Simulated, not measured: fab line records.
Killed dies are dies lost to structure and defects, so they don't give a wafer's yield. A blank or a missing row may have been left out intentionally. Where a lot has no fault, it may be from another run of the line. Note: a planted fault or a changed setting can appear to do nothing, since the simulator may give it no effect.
fab line records -- flow nand-harc
record: lots: 5, wafers: 15, last-day: 33
route steps=1302 shown P_ZERO_WELL@44
lots untouched by any fault: they come from a run of this same line in which no faults occurred
start-h: hours from the record's opening day to when the first of the lot's shown wafers began -- wait-h: hours from the lot's prior step to this one -- " as in the row above -- L1.1+2: one row covering several wafers at once -- - value missing, or start not given -- * or withheld: withheld -- < > ~ a bound
route shown NAME@n: a module of which the file shows steps, and the number in the route of the first -- usual: mean and standard deviation over wafers with no fault -- same: alike in all rows -- chamber/n: place in a boat -- sites: the reading at each site -- _std_site: standard deviation across them -- _edge_site: the outer-site mean with the inner-site mean subtracted -- radius-mm: for every site, how far away it sits from the centre of the wafer -- mask NAME#n: copy n -- behind: the tool/chamber that last shaped the wafer -- hold: why the lot was held/for how many hours/how that ended -- device: transistor that didn't switch, given as n, p or np -- end of line: the tests these same wafers got at the end of their route -- a step without rows: its recipe alone -- killed: not the wafer's yield, but the dies lost to structure and defects at the first sort -- map: a wafer's dies, marking killed ones x, the rest . and places with no die _
set.NAME: setting as actually run; set.NAME@STEP: the setting as run at that earlier step -- model.NAME: the simulator's own value behind a step, which no gauge read
lots seen at some steps along the route; tables by step, rows by wafer
services: a tool's chamber out of use, with start hour (start-h, from the record's first day; less than 0 if before it), hours out, and reason
== steps ==
step: NHARC_P_ZERO_WELL_CD_MEAS_37
recipe: target-cd-nm: 720, landing-energy-ev: 500
usual: cd-nm: 720.1/1.8
lot.wafer,tool,chamber,start-h,wait-h,cd-nm
L124.1,cd-sem-01,0,54.04,-,718.7
L124.4,cd-sem-01,0,54.04,-,719.1
L124.6,cd-sem-01,0,54.04,-,720.7
L129.1,cd-sem-02,0,104.11,-,717.9
L129.2,cd-sem-02,0,104.11,-,718.5
L129.6,cd-sem-02,0,104.11,-,720.1
L135.2,cd-sem-02,0,164.00,-,721.8
L135.3,cd-sem-02,0,164.00,-,721.7
L135.6,cd-sem-02,0,164.00,-,722.5
L140.1,cd-sem-02,0,214.28,-,720.7
L140.2,cd-sem-02,0,214.28,-,720.7
L140.6,cd-sem-02,0,214.28,-,719.6
L143.1,cd-sem-02,0,244.14,-,719.5
L143.2,cd-sem-02,0,244.14,-,720.9
L143.4,cd-sem-02,0,244.14,-,720.6
step: NHARC_P_ZERO_WELL_HARDBAKE_38
recipe: temp-c: 125, time-s: 80
step: NHARC_P_ZERO_WELL_DESCUM_39
recipe: time-s: 3, o2-flow-sccm: 200, ar-flow-sccm: 0, bias-power-w: 0, chemistry: O2
usual: drypump-motor-current-A: 5.9/0.35, oes-product-au: 0.999/0.0095, rf-vpp-V: 57.8/0.86, showerhead-plenum-p-Torr: 1.89/0.084, throttle-valve-pct: 11.311/0.0075
lot.wafer,tool,chamber,start-h,wait-h,drypump-motor-current-A,oes-product-au,rf-hours-counter-h,rf-vpp-V,showerhead-plenum-p-Torr,throttle-valve-pct
L124.4,rie-diel-04,1,54.20,-,6.0,1.006,11,57.3,1.92,11.324
L124.1,rie-diel-04,0,54.20,-,6.2,1.009,12,56.2,1.81,11.310
L124.6,rie-diel-04,2,54.20,-,5.6,1.009,-,57.6,1.82,11.316
L129.1,rie-diel-08,1,104.29,-,5.9,0.988,28,56.3,1.78,11.310
L129.2,rie-diel-08,3,104.29,-,5.8,0.982,28,56.9,1.77,11.312
L129.6,rie-diel-08,1,104.29,-,5.9,0.986,-,57.7,1.78,11.316
L135.3,rie-diel-04,1,164.16,-,5.9,1.000,42,57.4,1.91,11.315
L135.2,rie-diel-04,2,164.16,-,5.6,1.002,42,56.7,1.81,11.308
L135.6,rie-diel-04,1,164.16,-,5.9,1.016,-,58.1,1.91,11.312
L140.1,rie-diel-04,3,214.44,-,6.2,0.995,9,57.5,1.95,11.320
L140.2,rie-diel-04,2,214.44,-,5.6,0.992,6,56.4,1.81,11.323
L140.6,rie-diel-04,3,214.44,-,6.1,1.006,-,57.7,1.95,11.317
L143.1,rie-diel-07,1,244.32,-,5.9,1.004,39,56.7,1.91,11.316
L143.2,rie-diel-07,2,244.32,-,6.2,0.985,39,59.3,2.01,11.303
L143.4,rie-diel-07,0,244.32,-,6.3,0.995,-,57.0,1.84,11.306
step: NHARC_P_ZERO_WELL_IMPLANT_40
recipe: energy-kev: 300, dose-cm2: 1e+13, tilt-deg: 7
step: NHARC_P_ZERO_WELL_IMPLANT_59
recipe: energy-kev: 120, dose-cm2: 5e+12, tilt-deg: 7
step: NHARC_P_ZERO_WELL_IMPLANT_60
recipe: energy-kev: 30, dose-cm2: 2e+12, tilt-deg: 7
step: NHARC_P_ZERO_WELL_STRIP_41
recipe: time-s: 840, temp-c: 130, chemistry: SPM
step: NHARC_P_ZERO_WELL_DEHYDRATE_44
recipe: temp-c: 150, time-s: 120
step: NHARC_P_ZERO_WELL_HMDS_45
recipe: time-s: 30
step: NHARC_P_ZERO_WELL_COAT_46
recipe: spin-rpm: withheld
step: NHARC_P_ZERO_WELL_SOFTBAKE_47
recipe: temp-c: 122, time-s: 95
step: NHARC_P_ZERO_WELL_EBR_48
step: NHARC_P_ZERO_WELL_EXPOSE_49
recipe: na: 0.6, target-cd-nm: 2000, dose-mj: 22.64, mask-id: P_HVPW
same: na: 0.6
lot.wafer,tool,chamber,start-h,wait-h,mask
L124.1+4+6,krf-scanner-02,0,55.52,-,P_HVPW#0
L129.1+2+6,krf-scanner-04,0,105.48,-,P_HVPW#0
L135.2+3+6,krf-scanner-04,0,165.49,-,P_HVPW_R1#0
L140.1+2+6,krf-scanner-03,0,215.79,-,P_HVPW#0
L143.1+2+4,krf-scanner-03,0,245.65,-,P_HVPW#0
step: NHARC_P_ZERO_WELL_PEB_50
recipe: peb-temp-c: 118, peb-time-s: 85
step: NHARC_P_ZERO_WELL_DEVELOP_51
recipe: time-s: 70
step: NHARC_P_ZERO_WELL_CD_MEAS_52
recipe: target-cd-nm: 2000, landing-energy-ev: 500
usual: cd-nm: 1998.8/1.3
lot.wafer,tool,chamber,start-h,wait-h,cd-nm
L124.1,cd-sem-02,0,55.68,-,1998.2
L124.4,cd-sem-02,0,55.68,-,1999.7
L124.6,cd-sem-02,0,55.68,-,1996.6
L129.1,cd-sem-01,0,105.64,-,1997.5
L129.2,cd-sem-01,0,105.64,-,2000.5
L129.6,cd-sem-01,0,105.64,-,1996.8
L135.2,cd-sem-02,0,165.64,-,1928.7
L135.3,cd-sem-02,0,165.64,-,1928.0
L135.6,cd-sem-02,0,165.64,-,1928.4
L140.1,cd-sem-01,0,215.94,-,1998.9
L140.2,cd-sem-01,0,215.94,-,2000.2
L140.6,cd-sem-01,0,215.94,-,1999.3
L143.1,cd-sem-02,0,245.80,-,1999.8
L143.2,cd-sem-02,0,245.80,-,1999.1
L143.4,cd-sem-02,0,245.80,-,1998.6
step: NHARC_P_ZERO_WELL_HARDBAKE_53
recipe: temp-c: 125, time-s: 80
step: NHARC_P_ZERO_WELL_DESCUM_54
recipe: time-s: 3, o2-flow-sccm: 200, ar-flow-sccm: 0, bias-power-w: 0, chemistry: O2
usual: drypump-motor-current-A: 5.9/0.3, oes-product-au: 1.002/0.0088, rf-vpp-V: 57.7/0.87, showerhead-plenum-p-Torr: 1.89/0.085, throttle-valve-pct: 11.311/0.0087
lot.wafer,tool,chamber,start-h,wait-h,drypump-motor-current-A,oes-product-au,rf-hours-counter-h,rf-vpp-V,showerhead-plenum-p-Torr,throttle-valve-pct,model.P_ZERO_WELL.cd-nm
L124.1,rie-diel-04,0,55.85,-,6.1,1.005,13,57.8,1.81,11.314,1999
L124.4,rie-diel-04,1,55.85,-,5.9,1.001,12,57.0,1.92,11.301,1999
L124.6,rie-diel-04,0,55.85,-,6.2,1.000,-,56.9,1.80,11.299,1997
L129.1,rie-diel-07,3,105.81,-,5.0,0.996,56,59.2,2.01,11.315,1997
L129.2,rie-diel-07,1,105.81,-,5.9,0.996,47,57.8,1.92,11.316,2001
L129.6,rie-diel-07,2,105.81,-,6.1,0.979,-,58.2,2.02,11.310,1997
L135.3,rie-diel-04,2,165.80,-,5.6,1.002,42,56.4,1.81,11.306,1928
L135.2,rie-diel-04,1,165.80,-,5.9,1.011,42,56.3,1.91,11.303,1928
L135.6,rie-diel-04,2,165.80,-,5.6,1.007,-,58.6,1.81,11.304,1929
L140.1,rie-diel-04,0,216.10,-,6.2,1.000,10,57.5,1.79,11.305,1999
L140.2,rie-diel-04,2,216.10,-,5.6,0.995,7,58.1,1.80,11.320,2000
L140.6,rie-diel-04,1,216.10,-,5.9,0.998,-,58.1,1.91,11.326,2000
L143.2,rie-diel-08,1,245.98,-,5.9,0.996,15,57.4,2.07,11.323,2000
L143.1,rie-diel-08,2,245.98,-,5.6,0.990,14,57.3,1.94,11.305,1999
L143.4,rie-diel-08,3,245.98,-,5.8,1.005,8,58.2,2.07,11.320,1999
step: NHARC_P_ZERO_WELL_IMPLANT_55
recipe: energy-kev: 180, dose-cm2: 8e+11, tilt-deg: 7
== services ==
tool,chamber,start-h,hours,kind
rie-diel-04,0,34.73,-,clean
rie-diel-04,1,34.73,-,clean
rie-diel-04,2,34.73,-,clean
rie-diel-04,3,34.73,-,clean
rie-diel-07,0,38.07,5.4,repair
krf-scanner-03,-,42.15,0.4,repair
krf-scanner-03,-,52.00,4.0,pm
rie-diel-04,3,57.45,2.8,repair
rie-diel-07,2,61.11,19.0,repair
krf-scanner-02,-,94.00,4.0,pm
rie-diel-07,-,117.70,9.0,pm
rie-diel-08,2,128.65,1.8,repair
krf-scanner-03,-,139.71,1.3,repair
rie-diel-08,0,146.40,16.3,repair
krf-scanner-03,-,152.99,0.5,repair
krf-scanner-04,-,167.86,0.7,repair
rie-diel-04,-,180.43,9.0,pm
krf-scanner-04,-,182.00,4.0,pm
rie-diel-08,-,190.95,9.0,pm
rie-diel-04,1,209.91,6.1,repair
rie-diel-08,3,215.73,8.8,repair
krf-scanner-03,-,224.01,4.0,pm
rie-diel-07,3,232.36,14.8,repair
rie-diel-04,2,236.01,1.5,repair
== key ==
first-sign: step: NHARC_P_ZERO_WELL_EXPOSE_49, reading: mask, direction: changed
effect: step: NHARC_P_ZERO_WELL_CD_MEAS_52, reading: cd-nm, direction: down, sigmas: 54, usual: 1998.8, struck: 1928.4
model-effect: step: NHARC_P_ZERO_WELL_DESCUM_54, value: P_ZERO_WELL.cd-nm, without: 1999, struck: 1928
met-at NHARC_P_ZERO_WELL_EXPOSE_49
struck-wafers L135.2,L135.3,L135.6
tester-left-out L135
onset-between 105.48 165.49
fault: kind: wrong-mask, tool: any, chamber: -, onset-h: 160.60, steps: NHARC_P_ZERO_WELL_EXPOSE_49, aux-copy: P_HVPW_R1#0, cd-offset-nm: -70.387, scope: struck-lots-only
tester-left-out: of these lots the tester's yield and bins aren't shown, on N5 and GAA mostly nor the transistor test; their killed dies are dies lost to structure and defects alone, not to doping, threshold or leakage, so they don't give the yield
